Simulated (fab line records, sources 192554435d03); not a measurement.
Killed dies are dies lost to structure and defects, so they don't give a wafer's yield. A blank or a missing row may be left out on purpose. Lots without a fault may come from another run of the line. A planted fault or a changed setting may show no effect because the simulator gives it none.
Chamber matching | flow n5_finfet | N5_FIN_CUT_CUT_ETCH_27 on rie_diel-03: 4 sister chambers
The step etches SiO2 in CHF3/O2, target depth 4 nm, overetch 2 nm, time 4.9 s. 20 wafers are shown with their chamber, then 10 later ones without.

WAFERS WITH THEIR CHAMBER
wafer  | chamber | showerhead_plenum_p_Torr (Torr) | drypump_motor_current_A (A) | rf_vpp_V (V)
L074.3 | 2       | 2.54                            | 5.0                         | 534
L074.4 | 0       | 2.41                            | 5.6                         | 524
L074.5 | 3       | 2.46                            | 5.3                         | 530
L077.1 | 1       | 2.32                            | 6.1                         | 517
L077.2 | 2       | 2.53                            | 5.0                         | 534
L077.5 | 2       | 2.53                            | 5.0                         | 535
L081.1 | 3       | 2.46                            | 5.4                         | 529
L081.3 | 0       | 2.41                            | 5.6                         | 521
L081.4 | 0       | 2.41                            | 5.5                         | 523
L083.1 | 2       | 2.53                            | 5.0                         | 534
L083.5 | 3       | 2.46                            | 5.4                         | 528
L083.6 | 2       | 2.53                            | 5.0                         | 534
L088.3 | 3       | 2.45                            | 5.4                         | 529
L088.5 | 2       | 2.53                            | 5.0                         | 533
L088.6 | 1       | 2.32                            | 6.1                         | 517
L091.1 | 1       | 2.31                            | 6.1                         | 517
L091.3 | 2       | 2.53                            | 5.0                         | 534
L091.4 | 3       | 2.45                            | 5.3                         | 528
L092.2 | 1       | 2.31                            | 6.1                         | 517
L092.3 | 2       | 2.53                            | 5.0                         | 534

SIGNATURES (means of the wafers above)
reading                  | chamber 0 | chamber 1 | chamber 2 | chamber 3 | scatter within a chamber
showerhead_plenum_p_Torr | 2.4100    | 2.3150    | 2.5312    | 2.4560    | 0.00438
drypump_motor_current_A  | 5.567     | 6.100     | 5.000     | 5.360     | 0.0342
rf_vpp_V                 | 522.67    | 517.00    | 534.00    | 528.80    | 0.769
Rule: a wafer's distance from a chamber is the root of the sum, over the readings, of the square of ((its reading less the chamber's mean) divided by the reading's scatter). The wafer belongs to the nearest chamber; if the next one is less than 2 further off, it can't be placed. The scatter: the root of (the sum of the squares of (reading less its chamber's mean) over the shown wafers, divided by (wafers less chambers)).

WAFERS WITHOUT THEIR CHAMBER
wafer  | showerhead_plenum_p_Torr (Torr) | drypump_motor_current_A (A) | rf_vpp_V (V)
L092.4 | 2.40                            | 5.6                         | 521
L093.3 | 2.52                            | 5.0                         | 533
L093.5 | 2.52                            | 5.0                         | 533
L093.6 | 2.45                            | 5.3                         | 529
L096.1 | 2.45                            | 5.3                         | 529
L096.3 | 2.40                            | 5.5                         | 523
L096.6 | 2.31                            | 6.1                         | 516
L097.1 | 2.52                            | 5.0                         | 533
L097.2 | 2.45                            | 5.4                         | 529
L097.6 | 2.40                            | 5.6                         | 523

WHICH CHAMBER EACH WENT THROUGH
wafer  | from the rows above | in truth
L092.4 | 0                   | 0
L093.3 | 2                   | 2
L093.5 | 2                   | 2
L093.6 | 3                   | 3
L096.1 | 3                   | 3
L096.3 | 0                   | 0
L096.6 | 1                   | 1
L097.1 | 2                   | 2
L097.2 | 3                   | 3
L097.6 | 0                   | 0
Placed correctly: 10 of 10. Can't be placed from these rows: 0. Placed wrongly: 0.
